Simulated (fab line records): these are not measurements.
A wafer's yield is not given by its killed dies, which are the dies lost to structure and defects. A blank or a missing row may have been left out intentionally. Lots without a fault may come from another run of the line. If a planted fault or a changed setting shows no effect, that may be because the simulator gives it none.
What tool caused it? / flow n5Finfet / 24 lots, 72 wafers sampled, at 5 steps of a route of 1938

WHAT THE GAUGES SHOWED, per wafer
N5_BEOL_M2_OCD_MEAS_38. Usual: trenchDepthNm 55.6 nm, standard deviation 1.1.
lot=L074; measured=day 6 22:55; on=ocd-01; trenchDepthNm (nm)=54.4 56.0 54.4; flag=
lot=L075; measured=day 7 02:05; on=ocd-02; trenchDepthNm (nm)=55.4 55.4 57.5; flag=
lot=L076; measured=day 7 08:05; on=ocd-01; trenchDepthNm (nm)=55.3 55.2 55.9; flag=
lot=L077; measured=day 7 13:16; on=ocd-01; trenchDepthNm (nm)=55.0 55.1 57.2; flag=
lot=L078; measured=day 7 13:26; on=ocd-02; trenchDepthNm (nm)=56.5 55.8 55.6; flag=
lot=L079; measured=day 8 00:19; on=ocd-01; trenchDepthNm (nm)=53.6 54.7 53.2; flag=
lot=L080; measured=day 8 03:38; on=ocd-01; trenchDepthNm (nm)=54.9 53.9 56.9; flag=
lot=L081; measured=day 8 13:17; on=ocd-02; trenchDepthNm (nm)=56.9 56.3 55.7; flag=
lot=L082; measured=day 8 21:41; on=ocd-01; trenchDepthNm (nm)=55.6 56.1 55.9; flag=
lot=L083; measured=day 8 21:46; on=ocd-01; trenchDepthNm (nm)=56.4 53.9 56.5; flag=
lot=L084; measured=day 9 05:16; on=ocd-01; trenchDepthNm (nm)=57.4 56.2 55.9; flag=
lot=L085; measured=day 9 12:17; on=ocd-02; trenchDepthNm (nm)=56.0 55.2 55.1; flag=
lot=L086; measured=day 9 15:27; on=ocd-02; trenchDepthNm (nm)=57.2 54.7 54.5; flag=
lot=L087; measured=day 10 04:54; on=ocd-02; trenchDepthNm (nm)=56.7 55.2 56.0; flag=
lot=L088; measured=day 10 11:59; on=ocd-01; trenchDepthNm (nm)=53.4 55.1 57.4; flag=
lot=L090; measured=day 10 15:16; on=ocd-02; trenchDepthNm (nm)=55.6 56.9 55.7; flag=
lot=L089; measured=day 10 15:22; on=ocd-02; trenchDepthNm (nm)=57.2 56.7 56.2; flag=
lot=L091; measured=day 10 18:20; on=ocd-01; trenchDepthNm (nm)=56.3 56.2 56.2; flag=
lot=L092; measured=day 11 07:04; on=ocd-01; trenchDepthNm (nm)=56.6 55.0 55.5; flag=
lot=L093; measured=day 11 09:35; on=ocd-01; trenchDepthNm (nm)=56.3 53.3 56.3; flag=
lot=L094; measured=day 11 15:30; on=ocd-01; trenchDepthNm (nm)=54.5 54.8 53.1; flag=
lot=L095; measured=day 11 21:18; on=ocd-01; trenchDepthNm (nm)=54.9 55.5 54.6; flag=
lot=L096; measured=day 12 01:50; on=ocd-01; trenchDepthNm (nm)=56.7 56.0 55.8; flag=
lot=L097; measured=day 12 12:33; on=ocd-01; trenchDepthNm (nm)=56.3 57.0 57.3; flag=

N5_BEOL_M2_THK_MEAS_53: measures by xrf. Usual: for M2_THK the level is 39.6 nm and the standard deviation is 1.5.
lot=L074; measured=day 7 02:53; on=filmMetro-02; M2_THK (nm)=38.4 40.2 38.5; flag=
lot=L075; measured=day 7 08:45; on=filmMetro-01; M2_THK (nm)=40.1 40.5 42.4; flag=
lot=L076; measured=day 7 11:59; on=filmMetro-02; M2_THK (nm)=39.5 38.7 39.8; flag=
lot=L077; measured=day 7 16:54; on=filmMetro-01; M2_THK (nm)=39.8 41.0 40.0; flag=
lot=L078; measured=day 7 18:54; on=filmMetro-01; M2_THK (nm)=41.0 39.4 40.5; flag=
lot=L079; measured=day 8 03:58; on=filmMetro-01; M2_THK (nm)=38.6 38.7 37.0; flag=
lot=L080; measured=day 8 07:25; on=filmMetro-02; M2_THK (nm)=41.2 37.9 42.6; flag=
lot=L081; measured=day 8 16:55; on=filmMetro-01; M2_THK (nm)=40.9 39.8 40.2; flag=
lot=L082; measured=day 9 01:10; on=filmMetro-01; M2_THK (nm)=39.6 39.0 39.2; flag=
lot=L083; measured=day 9 02:52; on=filmMetro-01; M2_THK (nm)=42.7 39.3 41.4; flag=
lot=L084; measured=day 9 09:05; on=filmMetro-01; M2_THK (nm)=40.5 39.4 38.9; flag=
lot=L085; measured=day 9 16:29; on=filmMetro-01; M2_THK (nm)=39.5 39.4 40.8; flag=
lot=L086; measured=day 9 19:37; on=filmMetro-02; M2_THK (nm)=40.5 40.1 39.5; flag=
lot=L087; measured=day 10 09:53; on=filmMetro-01; M2_THK (nm)=41.1 39.4 39.4; flag=
lot=L088; measured=day 10 15:56; on=filmMetro-01; M2_THK (nm)=37.2 38.7 38.5; flag=
lot=L090; measured=day 10 18:58; on=filmMetro-02; M2_THK (nm)=39.3 40.3 39.1; flag=
lot=L089; measured=day 10 19:14; on=filmMetro-01; M2_THK (nm)=41.3 38.9 37.9; flag=
lot=L091; measured=day 10 22:49; on=filmMetro-01; M2_THK (nm)=40.2 39.0 39.7; flag=
lot=L092; measured=day 11 12:02; on=filmMetro-01; M2_THK (nm)=41.2 37.9 38.9; flag=
lot=L093; measured=day 11 13:16; on=filmMetro-02; M2_THK (nm)=39.8 39.1 41.1; flag=
lot=L094; measured=day 11 19:25; on=filmMetro-01; M2_THK (nm)=37.5 39.1 36.1; flag=
lot=L095; measured=day 12 01:02; on=filmMetro-02; M2_THK (nm)=39.1 40.7 37.6; flag=
lot=L096; measured=day 12 05:47; on=filmMetro-01; M2_THK (nm)=41.7 39.2 40.1; flag=
lot=L097; measured=day 12 19:11; on=filmMetro-02; M2_THK (nm)=41.1 41.3 42.9; flag=

WHAT TOOL EACH LOT RAN ON (gives the tool, then ch and the chambers of the sampled wafers, and finally the start)
lot=L074; N5_BEOL_M2_DEGAS_44=pvdSputter-02, day 6 23:41; N5_BEOL_M2_ANNEAL_51=rtpAnneal-01 ch 0, day 7 02:18; N5_BEOL_M2_CMP_52=cmp-03 ch 1,2,3, day 7 02:40
lot=L075; N5_BEOL_M2_DEGAS_44=pvdSputter-01, day 7 02:47; N5_BEOL_M2_ANNEAL_51=rtpAnneal-01 ch 0, day 7 08:17; N5_BEOL_M2_CMP_52=cmp-04 ch 2,3, day 7 08:29
lot=L076; N5_BEOL_M2_DEGAS_44=pvdSputter-02, day 7 08:34; N5_BEOL_M2_ANNEAL_51=rtpAnneal-02 ch 0, day 7 11:26; N5_BEOL_M2_CMP_52=cmp-03 ch 0,1,2, day 7 11:41
lot=L077; N5_BEOL_M2_DEGAS_44=pvdSputter-03, day 7 13:36; N5_BEOL_M2_ANNEAL_51=rtpAnneal-01 ch 0, day 7 16:19; N5_BEOL_M2_CMP_52=cmp-03 ch 1,2,3, day 7 16:38
lot=L078; N5_BEOL_M2_DEGAS_44=pvdSputter-02, day 7 13:55; N5_BEOL_M2_ANNEAL_51=rtpAnneal-01 ch 0, day 7 18:19; N5_BEOL_M2_CMP_52=cmp-01 ch 0,1,3, day 7 18:41
lot=L079; N5_BEOL_M2_DEGAS_44=pvdSputter-01, day 8 00:48; N5_BEOL_M2_ANNEAL_51=rtpAnneal-02 ch 0, day 8 03:22; N5_BEOL_M2_CMP_52=cmp-01 ch 0,1,3, day 8 03:44
lot=L080; N5_BEOL_M2_DEGAS_44=pvdSputter-01, day 8 03:59; N5_BEOL_M2_ANNEAL_51=rtpAnneal-02 ch 0, day 8 06:54; N5_BEOL_M2_CMP_52=cmp-03 ch 1,2,3, day 8 07:08
lot=L081; N5_BEOL_M2_DEGAS_44=pvdSputter-03, day 8 13:37; N5_BEOL_M2_ANNEAL_51=rtpAnneal-02 ch 0, day 8 16:23; N5_BEOL_M2_CMP_52=cmp-01 ch 0,1, day 8 16:38
lot=L082; N5_BEOL_M2_DEGAS_44=pvdSputter-01, day 8 22:02; N5_BEOL_M2_ANNEAL_51=rtpAnneal-01 ch 0, day 9 00:40; N5_BEOL_M2_CMP_52=cmp-03 ch 0,2, day 9 00:55
lot=L083; N5_BEOL_M2_DEGAS_44=pvdSputter-01, day 8 22:11; N5_BEOL_M2_ANNEAL_51=rtpAnneal-02 ch 0, day 9 02:20; N5_BEOL_M2_CMP_52=cmp-03 ch 1,2, day 9 02:35
lot=L084; N5_BEOL_M2_DEGAS_44=pvdSputter-01, day 9 05:47; N5_BEOL_M2_ANNEAL_51=rtpAnneal-02 ch 0, day 9 08:32; N5_BEOL_M2_CMP_52=cmp-01 ch 0,2,3, day 9 08:52
lot=L085; N5_BEOL_M2_DEGAS_44=pvdSputter-02, day 9 12:53; N5_BEOL_M2_ANNEAL_51=rtpAnneal-02 ch 0, day 9 15:57; N5_BEOL_M2_CMP_52=cmp-03 ch 0,1, day 9 16:12
lot=L086; N5_BEOL_M2_DEGAS_44=pvdSputter-03, day 9 16:12; N5_BEOL_M2_ANNEAL_51=rtpAnneal-01 ch 0, day 9 19:01; N5_BEOL_M2_CMP_52=cmp-03 ch 0,2,3, day 9 19:19
lot=L087; N5_BEOL_M2_DEGAS_44=pvdSputter-03, day 10 05:59; N5_BEOL_M2_ANNEAL_51=rtpAnneal-02 ch 0, day 10 09:18; N5_BEOL_M2_CMP_52=cmp-01 ch 2,3, day 10 09:36
lot=L088; N5_BEOL_M2_DEGAS_44=pvdSputter-02, day 10 12:43; N5_BEOL_M2_ANNEAL_51=rtpAnneal-01 ch 0, day 10 15:21; N5_BEOL_M2_CMP_52=cmp-04 ch 1,2,3, day 10 15:41
lot=L090; N5_BEOL_M2_DEGAS_44=pvdSputter-01, day 10 15:45; N5_BEOL_M2_ANNEAL_51=rtpAnneal-01 ch 0, day 10 18:25; N5_BEOL_M2_CMP_52=cmp-03 ch 1,2,3, day 10 18:41
lot=L089; N5_BEOL_M2_DEGAS_44=pvdSputter-01, day 10 15:50; N5_BEOL_M2_ANNEAL_51=rtpAnneal-01 ch 0, day 10 18:39; N5_BEOL_M2_CMP_52=cmp-01 ch 0,3, day 10 18:57
lot=L091; N5_BEOL_M2_DEGAS_44=pvdSputter-02, day 10 19:05; N5_BEOL_M2_ANNEAL_51=rtpAnneal-01 ch 0, day 10 22:16; N5_BEOL_M2_CMP_52=cmp-03 ch 0,2, day 10 22:33
lot=L092; N5_BEOL_M2_DEGAS_44=pvdSputter-02, day 11 08:06; N5_BEOL_M2_ANNEAL_51=rtpAnneal-02 ch 0, day 11 11:27; N5_BEOL_M2_CMP_52=cmp-01 ch 1,2,3, day 11 11:45
lot=L093; N5_BEOL_M2_DEGAS_44=pvdSputter-01, day 11 09:58; N5_BEOL_M2_ANNEAL_51=rtpAnneal-01 ch 0, day 11 12:45; N5_BEOL_M2_CMP_52=cmp-01 ch 1,2, day 11 12:58
lot=L094; N5_BEOL_M2_DEGAS_44=pvdSputter-01, day 11 16:11; N5_BEOL_M2_ANNEAL_51=rtpAnneal-01 ch 0, day 11 18:49; N5_BEOL_M2_CMP_52=cmp-04 ch 0,1, day 11 19:10
lot=L095; N5_BEOL_M2_DEGAS_44=pvdSputter-01, day 11 21:43; N5_BEOL_M2_ANNEAL_51=rtpAnneal-02 ch 0, day 12 00:24; N5_BEOL_M2_CMP_52=cmp-04 ch 0,1,3, day 12 00:47
lot=L096; N5_BEOL_M2_DEGAS_44=pvdSputter-01, day 12 02:05; N5_BEOL_M2_ANNEAL_51=rtpAnneal-01 ch 0, day 12 05:01; N5_BEOL_M2_CMP_52=cmp-03 ch 1,3, day 12 05:32
lot=L097; N5_BEOL_M2_DEGAS_44=pvdSputter-03, day 12 12:56; N5_BEOL_M2_ANNEAL_51=rtpAnneal-01 ch 0, day 12 18:33; N5_BEOL_M2_CMP_52=cmp-01 ch 2,3, day 12 18:54
- N5_BEOL_M2_DEGAS_44: time 60 s.
- N5_BEOL_M2_ANNEAL_51: time 90 s.
- N5_BEOL_M2_CMP_52: polishes, stops on SiOC, t overpolish 6.8 s, target thk 40 nm.

WHAT THE TOOLS THEMSELVES READ (means of the sampled wafers that have a number; where no wafer has one, the mark that the record gives instead)
N5_BEOL_M2_DEGAS_44. Usual: heaterPowerW 335 W, standard deviation 27.
lot=L074; tool=pvdSputter-02; heaterPowerW (W)=391; flag=
lot=L075; tool=pvdSputter-01; heaterPowerW (W)=325; flag=
lot=L076; tool=pvdSputter-02; heaterPowerW (W)=364; flag=
lot=L077; tool=pvdSputter-03; heaterPowerW (W)=338; flag=
lot=L078; tool=pvdSputter-02; heaterPowerW (W)=367; flag=
lot=L079; tool=pvdSputter-01; heaterPowerW (W)=328; flag=
lot=L080; tool=pvdSputter-01; heaterPowerW (W)=317; flag=
lot=L081; tool=pvdSputter-03; heaterPowerW (W)=328; flag=
lot=L082; tool=pvdSputter-01; heaterPowerW (W)=323; flag=
lot=L083; tool=pvdSputter-01; heaterPowerW (W)=323; flag=
lot=L084; tool=pvdSputter-01; heaterPowerW (W)=328; flag=
lot=L085; tool=pvdSputter-02; heaterPowerW (W)=351; flag=
lot=L086; tool=pvdSputter-03; heaterPowerW (W)=333; flag=
lot=L087; tool=pvdSputter-03; heaterPowerW (W)=320; flag=
lot=L088; tool=pvdSputter-02; heaterPowerW (W)=367; flag=
lot=L090; tool=pvdSputter-01; heaterPowerW (W)=318; flag=
lot=L089; tool=pvdSputter-01; heaterPowerW (W)=320; flag=
lot=L091; tool=pvdSputter-02; heaterPowerW (W)=361; flag=
lot=L092; tool=pvdSputter-02; heaterPowerW (W)=367; flag=
lot=L093; tool=pvdSputter-01; heaterPowerW (W)=320; flag=
lot=L094; tool=pvdSputter-01; heaterPowerW (W)=332; flag=
lot=L095; tool=pvdSputter-01; heaterPowerW (W)=324; flag=
lot=L096; tool=pvdSputter-01; heaterPowerW (W)=312; flag=
lot=L097; tool=pvdSputter-03; heaterPowerW (W)=335; flag=

N5_BEOL_M2_ANNEAL_51. Usual: wafer_temp_C_max 226.4, standard deviation 0.41.
lot=L074 tool=rtpAnneal-01 wafer_temp_C_max=226.7 flag=
lot=L075 tool=rtpAnneal-01 wafer_temp_C_max=226.9 flag=
lot=L076 tool=rtpAnneal-02 wafer_temp_C_max=226.0 flag=
lot=L077 tool=rtpAnneal-01 wafer_temp_C_max=226.7 flag=
lot=L078 tool=rtpAnneal-01 wafer_temp_C_max=226.7 flag=
lot=L079 tool=rtpAnneal-02 wafer_temp_C_max=225.9 flag=
lot=L080 tool=rtpAnneal-02 wafer_temp_C_max=226.5 flag=
lot=L081 tool=rtpAnneal-02 wafer_temp_C_max=225.7 flag=
lot=L082 tool=rtpAnneal-01 wafer_temp_C_max=226.5 flag=
lot=L083 tool=rtpAnneal-02 wafer_temp_C_max=226.1 flag=
lot=L084 tool=rtpAnneal-02 wafer_temp_C_max=226.1 flag=
lot=L085 tool=rtpAnneal-02 wafer_temp_C_max=226.2 flag=
lot=L086 tool=rtpAnneal-01 wafer_temp_C_max=226.7 flag=
lot=L087 tool=rtpAnneal-02 wafer_temp_C_max=226.0 flag=
lot=L088 tool=rtpAnneal-01 wafer_temp_C_max=226.5 flag=
lot=L090 tool=rtpAnneal-01 wafer_temp_C_max=226.7 flag=
lot=L089 tool=rtpAnneal-01 wafer_temp_C_max=226.6 flag=
lot=L091 tool=rtpAnneal-01 wafer_temp_C_max=226.7 flag=
lot=L092 tool=rtpAnneal-02 wafer_temp_C_max=225.9 flag=
lot=L093 tool=rtpAnneal-01 wafer_temp_C_max=226.6 flag=
lot=L094 tool=rtpAnneal-01 wafer_temp_C_max=226.5 flag=
lot=L095 tool=rtpAnneal-02 wafer_temp_C_max=225.9 flag=
lot=L096 tool=rtpAnneal-01 wafer_temp_C_max=226.8 flag=
lot=L097 tool=rtpAnneal-01 wafer_temp_C_max=226.5 flag=

N5_BEOL_M2_CMP_52. Usual: barrierFieldEndpointS 24.8 s, standard deviation 0.67; motorCurrentA 6.1 A, standard deviation 0.63; overpolishRunS 6.801 s, standard deviation 0.0089; padLifeWafers 854, standard deviation 670; platenRpm 50.00 rpm, standard deviation 0.038; retainingRingPressureFrac 1.000, standard deviation 0.005; slurryFlowMlMin 150.1, standard deviation 0.47; timeToEndpointS 62 s, standard deviation 3.4.
lot=L074; tool=cmp-03; barrierFieldEndpointS (s)=25.6; motorCurrentA (A)=6.4; overpolishRunS (s)=6.804; padLifeWafers=62; platenRpm (rpm)=50.03; retainingRingPressureFrac=1.003; slurryFlowMlMin=150.1; timeToEndpointS (s)=64; flag=
lot=L075; tool=cmp-04; barrierFieldEndpointS (s)=24.6; motorCurrentA (A)=5.6; overpolishRunS (s)=6.803; padLifeWafers=859; platenRpm (rpm)=50.06; retainingRingPressureFrac=1.004; slurryFlowMlMin=151.3; timeToEndpointS (s)=60; flag=
lot=L076; tool=cmp-03; barrierFieldEndpointS (s)=24.7; motorCurrentA (A)=5.8; overpolishRunS (s)=6.798; padLifeWafers=128; platenRpm (rpm)=50.03; retainingRingPressureFrac=1.003; slurryFlowMlMin=150.1; timeToEndpointS (s)=67; flag=
lot=L077; tool=cmp-03; barrierFieldEndpointS (s)=25.2; motorCurrentA (A)=6.3; overpolishRunS (s)=6.799; padLifeWafers=152; platenRpm (rpm)=50.00; retainingRingPressureFrac=0.998; slurryFlowMlMin=150.0; timeToEndpointS (s)=65; flag=
lot=L078; tool=cmp-01; barrierFieldEndpointS (s)=24.3; motorCurrentA (A)=5.9; overpolishRunS (s)=6.806; padLifeWafers=1820; platenRpm (rpm)=49.99; retainingRingPressureFrac=1.001; slurryFlowMlMin=149.9; timeToEndpointS (s)=62; flag=
lot=L079; tool=cmp-01; barrierFieldEndpointS (s)=24.3; motorCurrentA (A)=5.9; overpolishRunS (s)=6.794; padLifeWafers=1904; platenRpm (rpm)=49.99; retainingRingPressureFrac=0.998; slurryFlowMlMin=149.9; timeToEndpointS (s)=56; flag=
lot=L080; tool=cmp-03; barrierFieldEndpointS (s)=24.2; motorCurrentA (A)=6.4; overpolishRunS (s)=6.797; padLifeWafers=278; platenRpm (rpm)=49.98; retainingRingPressureFrac=0.996; slurryFlowMlMin=150.6; timeToEndpointS (s)=63; flag=
lot=L081; tool=cmp-01; barrierFieldEndpointS (s)=23.5; motorCurrentA (A)=6.0; overpolishRunS (s)=6.803; padLifeWafers=2010; platenRpm (rpm)=50.01; retainingRingPressureFrac=1.000; slurryFlowMlMin=150.4; timeToEndpointS (s)=56; flag=
lot=L082; tool=cmp-03; barrierFieldEndpointS (s)=25.0; motorCurrentA (A)=6.0; overpolishRunS (s)=6.806; padLifeWafers=440; platenRpm (rpm)=50.02; retainingRingPressureFrac=0.994; slurryFlowMlMin=150.1; timeToEndpointS (s)=64; flag=
lot=L083; tool=cmp-03; barrierFieldEndpointS (s)=25.7; motorCurrentA (A)=5.7; overpolishRunS (s)=6.800; padLifeWafers=444; platenRpm (rpm)=49.99; retainingRingPressureFrac=1.003; slurryFlowMlMin=149.8; timeToEndpointS (s)=69; flag=
lot=L084; tool=cmp-01; barrierFieldEndpointS (s)=24.9; motorCurrentA (A)=5.9; overpolishRunS (s)=6.795; padLifeWafers=2144; platenRpm (rpm)=50.01; retainingRingPressureFrac=0.998; slurryFlowMlMin=150.2; timeToEndpointS (s)=61; flag=
lot=L085; tool=cmp-03; barrierFieldEndpointS (s)=25.9; motorCurrentA (A)=5.8; overpolishRunS (s)=6.798; padLifeWafers=552; platenRpm (rpm)=49.95; retainingRingPressureFrac=1.004; slurryFlowMlMin=149.8; timeToEndpointS (s)=65; flag=
lot=L086; tool=cmp-03; barrierFieldEndpointS (s)=25.2; motorCurrentA (A)=6.4; overpolishRunS (s)=6.795; padLifeWafers=572; platenRpm (rpm)=49.96; retainingRingPressureFrac=1.002; slurryFlowMlMin=150.1; timeToEndpointS (s)=62; flag=
lot=L087; tool=cmp-01; barrierFieldEndpointS (s)=24.9; motorCurrentA (A)=5.8; overpolishRunS (s)=6.796; padLifeWafers=132; platenRpm (rpm)=50.02; retainingRingPressureFrac=0.994; slurryFlowMlMin=149.8; timeToEndpointS (s)=62; flag=
lot=L088; tool=cmp-04; barrierFieldEndpointS (s)=24.9; motorCurrentA (A)=5.7; overpolishRunS (s)=6.797; padLifeWafers=1448; platenRpm (rpm)=50.00; retainingRingPressureFrac=0.997; slurryFlowMlMin=150.2; timeToEndpointS (s)=64; flag=
lot=L090; tool=cmp-03; barrierFieldEndpointS (s)=24.6; motorCurrentA (A)=6.4; overpolishRunS (s)=6.795; padLifeWafers=758; platenRpm (rpm)=50.01; retainingRingPressureFrac=0.996; slurryFlowMlMin=149.9; timeToEndpointS (s)=59; flag=
lot=L089; tool=cmp-01; barrierFieldEndpointS (s)=24.3; motorCurrentA (A)=6.1; overpolishRunS (s)=6.800; padLifeWafers=224; platenRpm (rpm)=49.97; retainingRingPressureFrac=1.001; slurryFlowMlMin=150.3; timeToEndpointS (s)=58; flag=
lot=L091; tool=cmp-03; barrierFieldEndpointS (s)=24.4; motorCurrentA (A)=6.1; overpolishRunS (s)=6.806; padLifeWafers=794; platenRpm (rpm)=50.03; retainingRingPressureFrac=0.996; slurryFlowMlMin=149.9; timeToEndpointS (s)=62; flag=
lot=L092; tool=cmp-01; barrierFieldEndpointS (s)=25.3; motorCurrentA (A)=5.8; overpolishRunS (s)=6.799; padLifeWafers=362; platenRpm (rpm)=49.94; retainingRingPressureFrac=0.998; slurryFlowMlMin=149.5; timeToEndpointS (s)=62; flag=
lot=L093; tool=cmp-01; barrierFieldEndpointS (s)=24.3; motorCurrentA (A)=5.7; overpolishRunS (s)=6.799; padLifeWafers=372; platenRpm (rpm)=49.97; retainingRingPressureFrac=1.001; slurryFlowMlMin=150.4; timeToEndpointS (s)=58; flag=
lot=L094; tool=cmp-04; barrierFieldEndpointS (s)=25.8; motorCurrentA (A)=5.8; overpolishRunS (s)=6.803; padLifeWafers=1693; platenRpm (rpm)=50.01; retainingRingPressureFrac=1.000; slurryFlowMlMin=150.0; timeToEndpointS (s)=63; flag=
lot=L095; tool=cmp-04; barrierFieldEndpointS (s)=24.5; motorCurrentA (A)=5.7; overpolishRunS (s)=6.806; padLifeWafers=1742; platenRpm (rpm)=50.00; retainingRingPressureFrac=1.001; slurryFlowMlMin=149.5; timeToEndpointS (s)=60; flag=
lot=L096; tool=cmp-03; barrierFieldEndpointS (s)=25.3; motorCurrentA (A)=6.7; overpolishRunS (s)=6.804; padLifeWafers=1028; platenRpm (rpm)=50.01; retainingRingPressureFrac=1.004; slurryFlowMlMin=150.5; timeToEndpointS (s)=64; flag=
lot=L097; tool=cmp-01; barrierFieldEndpointS (s)=25.1; motorCurrentA (A)=5.6; overpolishRunS (s)=6.797; padLifeWafers=582; platenRpm (rpm)=50.04; retainingRingPressureFrac=1.000; slurryFlowMlMin=150.0; timeToEndpointS (s)=64; flag=

THE ANSWER, worked out from the rows above alone
Rule: lot off if the mean of its wafers having a number is beyond 3 standard deviations from the usual mean. A lot without any number at a reading at which 4 lots or more have one is off too. Any other lot the step has rows for is counted as sound. First the gauges in route order, then the tools' own readings, where a lot's mean is used as printed above. At the first step where some lot is off, the reading lying furthest off is the one used; lots without a number count as furthest.
No lot is off at any reading shown: from this, nothing can be told.

WHAT HAD BEEN PUT IN BY THE SIMULATOR
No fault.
